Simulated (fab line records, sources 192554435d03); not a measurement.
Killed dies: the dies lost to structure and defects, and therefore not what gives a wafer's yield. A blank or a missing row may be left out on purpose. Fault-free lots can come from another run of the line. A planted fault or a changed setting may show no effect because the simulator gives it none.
2 desks, one fault + flow n5_finfet + what lay behind the numbers comes last; until then each desk has only its own

== DESK OF THE TOOL OWNER: epi_rpcvd-02 ==
The tool's own readings at N5_PMOS_HMC_CHANNEL_EPI_EPI_26 (deposits Si from SiH4/H2, target thk 3.8 nm, time 22.7 s): means of the sampled wafers that have a number, for each lot that ran on this tool. Any lot whose mean is over 4 standard deviations away from the usual mean is out of limits and marked OUT; that distance is given in the brackets.
Columns: A = throttle_valve_pct at N5_PMOS_HMC_CHANNEL_EPI_EPI_26, usual 11.4 %
| lot  | first seen here | A    |
|------|-----------------|------|
| L730 | day 3 20:25     | 11.9 |
| L734 | day 4 14:10     | 11.8 |
| L745 | day 7 07:53     | 11.9 |
Finding of this desk: none of the 3 lots has anything out of limits.

== THE METROLOGY DESK ==
What the gauges read for every lot (on any tool): the sampled wafers with a number, averaged. Any lot whose mean is over 4 standard deviations away from the usual mean is out of limits and marked OUT; that distance is given in the brackets. Shown here are 7 of its 12 readings, the ones lying furthest out on some lot.
Columns: A = M4_RS at N5_BEOL_M4_RS_MEAS_58, usual 0.65 ohm/sq; B = CJ_N at N5_BEOL_M4_RC_MEAS_101, usual 4.41; C = DIBL_P at N5_BEOL_M4_RC_MEAS_101, usual 34.8 mV/V; D = ION_N at N5_BEOL_M4_RC_MEAS_101, usual 677 uA/um; E = ION_P at N5_BEOL_M4_RC_MEAS_101, usual 462 uA/um; F = VT_N at N5_BEOL_M4_RC_MEAS_101, usual 250 mV; G = VT_P at N5_BEOL_M4_RC_MEAS_101, usual -251 mV
| lot  | first seen here | A    | B    | C    | D   | E   | F   | G    |
|------|-----------------|------|------|------|-----|-----|-----|------|
| L723 | day 8 15:26     | 0.67 | 4.50 | 36.8 | 675 | 450 | 250 | -256 |
| L724 | day 8 15:32     | 0.66 | 4.52 | 31.6 | 678 | 473 | 251 | -250 |
| L725 | day 9 05:55     | 0.64 | 4.38 | 33.6 | 675 | 455 | 250 | -256 |
| L726 | day 9 06:14     | 0.67 | 4.33 | 34.0 | 680 | 463 | 251 | -255 |
| L730 | day 10 10:19    | 0.67 | 4.22 | 35.4 | 692 | 468 | 247 | -251 |
| L734 | day 11 11:10    | 0.72 | 3.99 | 38.2 | 688 | 463 | 246 | -250 |
| L737 | day 11 15:19    | 0.66 | 4.34 | 33.0 | 652 | 453 | 256 | -251 |
| L741 | day 12 19:32    | 0.65 | 4.38 | 35.1 | 677 | 461 | 252 | -252 |
| L743 | day 13 14:50    | 0.63 | 4.52 | 35.7 | 678 | 454 | 251 | -256 |
| L746 | day 14 13:59    | 0.69 | 4.48 | 38.0 | 700 | 473 | 245 | -249 |
| L745 | day 14 15:16    | 0.68 | 4.38 | 34.5 | 679 | 471 | 252 | -245 |
Finding of this desk: none of the 11 lots has anything out of limits.

== PUT TOGETHER ==
The tool owner's desk saw nothing out of limits.
Metrology desk: nothing out of limits seen.

== WHAT WAS PUT IN BY THE SIMULATOR ==
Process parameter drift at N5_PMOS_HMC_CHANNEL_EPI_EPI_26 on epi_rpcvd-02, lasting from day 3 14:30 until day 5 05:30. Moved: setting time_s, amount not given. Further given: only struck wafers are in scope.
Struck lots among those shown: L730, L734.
